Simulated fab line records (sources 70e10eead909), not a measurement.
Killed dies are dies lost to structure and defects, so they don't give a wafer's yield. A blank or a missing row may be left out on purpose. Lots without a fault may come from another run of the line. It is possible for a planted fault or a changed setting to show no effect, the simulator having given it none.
Matching of chambers    flow nand-harc    rie-diel-13 running NHARC_A_CONTACT_ETCH_77: 4 sister chambers
The step etches the open film in CF4/CHF3, target depth 108.9 nm, time 54.5 s. 4 wafers are shown with their chamber, then 9 later ones without.

## WAFERS WITH THEIR CHAMBER
wafer   chamber  drypump-motor-current-A (A)
L275.1  2        4.9
L275.3  1        5.6
L276.4  3        5.5
L276.6  0        5.2

## WAFERS WITH NO CHAMBER GIVEN
wafer   drypump-motor-current-A (A)
L278.3  5.5
L278.5  5.7
L278.6  5.2
L281.1  5.7
L281.3  4.9
L281.5  5.2
L282.1  5.2
L282.3  5.7
L282.6  5.7

## EACH ONE'S CHAMBER
wafer   from the rows above      in truth
L278.3  can't be placed: 3 or 1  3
L278.5  can't be placed: 1 or 3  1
L278.6  0                        0
L281.1  can't be placed: 1 or 3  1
L281.3  2                        2
L281.5  0                        0
L282.1  0                        0
L282.3  can't be placed: 1 or 3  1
L282.6  can't be placed: 1 or 3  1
4 of 9 placed correctly. Not placeable from these rows: 5 (in 5, the candidates include the true chamber). Placed wrongly: 0.
How it was worked out, from the rows above alone: a wafer's distance from a chamber is the root of the sum, over the readings, of the square of ((its reading less the chamber's mean) divided by the reading's scatter). The wafer belongs to the nearest chamber; if the next one is less than 2 further off, it can't be placed. The mean given for a chamber averages the wafers shown for that chamber. The scatter: root of mean squared gap, hidden wafer to nearest shown wafer, with one shown wafer a chamber.
